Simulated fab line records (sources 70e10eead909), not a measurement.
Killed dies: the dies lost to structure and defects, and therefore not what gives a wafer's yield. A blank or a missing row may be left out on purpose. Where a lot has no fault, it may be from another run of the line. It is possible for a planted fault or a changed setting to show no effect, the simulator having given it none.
Struck lot and sound lot, side by side || flow nandHarc || 15 steps out of a route of 1159
Sound: these wafers, L491.1, L491.4, L491.6. Struck: wafer L499.4 (left out: L499.5, a lot-mate that was not struck); the cause follows at the end.
For every step that has rows: the tool of each side, followed by ch and its chambers, followed by its first start. Under that, the readings that differ: sound wafers || struck wafers || difference of the means || sigmas: that difference in standard deviations of wafers without a fault.
alike: readings whose means differ by less than 2 such deviations, and words and numbers that are the same on both sides. not compared: withheld readings, readings that some wafer has no value for, bounds like >300 that may hide the same value, and numbers for which the record gives no deviation and whose values overlap.
Wherever a step has rows on one side only, a row that says differs or no value, or a row with sigmas, the two part there. When numbers do not overlap yet have no deviation, they are printed without sigmas and do not part them. A reading missing from all wafers of one side parts the sides only when that side holds two or more wafers.

first, 7 steps without rows for these wafers: NHARC_A_BLC_COAT_03 (time 65 s); NHARC_A_BLC_COAT_04 (resist thk 90 nm); NHARC_A_BLC_SOFTBAKE_05 (time 55 s); NHARC_A_BLC_EBR_06; NHARC_A_BLC_EXPOSE_07 (exposes mask A BLC, target cd 100 nm); NHARC_A_BLC_PEB_08 (peb time 65 s); NHARC_A_BLC_DEVELOP_09 (develop time 35 s).
NHARC_A_BLC_CD_MEAS_10: target cd 100 nm.
  sound on cdSem-01 ch 0, day 18 07:37; struck on cdSem-02 ch 0, day 19 14:46
{"reading": "cdNm (nm)", "sound": "99.5 99.2 99.4", "struck": 100.6, "difference": "+1.2", "sigmas": "+2"}
NHARC_A_BLC_OVL_MEAS_11:
  sound on overlay-02, day 18 07:42; struck on overlay-01, day 19 14:50
  alike: overlayXNm, overlayYNm
NHARC_A_BLC_INSPECT_12:
  sound on defectInspect-02, day 18 07:44; struck on defectInspect-01, day 19 14:53
  alike: rawDefectCount
NHARC_A_BLC_DESCUM_15: chemistry O2, time 3 s.
  sound on rieDiel-04 ch 0,1,2, day 18 07:48; struck on rieDiel-04 ch 1, day 19 14:56
  alike: drypumpMotorCurrentA, o2FlowSccm, oesProductAu, rfVppV, showerheadPlenumPTorr, throttleValvePct
  not compared: rfHoursCounterH
NHARC_A_BLC_ETCH_16: etches the open film in CF4, target depth 39 nm, time 65 s.
  sound on rieDiel-04 ch 0,2,3, day 18 07:53; struck on rieDiel-04 ch 3, day 19 15:02
  alike: drypumpMotorCurrentA, oesProductAu, rfVppV, runLengthS, showerheadPlenumPTorr, throttleValvePct
  not compared: rfHoursCounterH
NHARC_A_BLC_ETCH_17: etches the open film in N2/H2, target depth 390 nm, time 609.38 s.
  sound on rieDiel-04 ch 0,1,2, day 18 08:01; struck on rieDiel-04 ch 0, day 19 15:13
{"reading": "runLengthS (s)", "sound": "630.9 630.2 631.2", "struck": 616.2, "difference": -14.6, "sigmas": -30}
  alike: drypumpMotorCurrentA, oesProductAu, rfVppV, showerheadPlenumPTorr, throttleValvePct
  not compared: rfHoursCounterH
NHARC_A_BLC_ETCH_18: etches the open film in C4F8/O2/Ar, target depth 910 nm.
  sound: rieDiel-04 ch 0,2,3; struck: rieDiel-04 ch 0
  alike: oesProductAu, rfVppV
  not compared: rfHoursCounterH
NHARC_END_SORT_01:
  the record has rows for the sound wafers here (prober-02 ch 0, day 20 18:06) and none for the struck ones

## WHERE THEY PART
At NHARC_A_BLC_CD_MEAS_10 first; at NHARC_END_SORT_01 last (within this record only).

WHY: whatever the simulator had introduced
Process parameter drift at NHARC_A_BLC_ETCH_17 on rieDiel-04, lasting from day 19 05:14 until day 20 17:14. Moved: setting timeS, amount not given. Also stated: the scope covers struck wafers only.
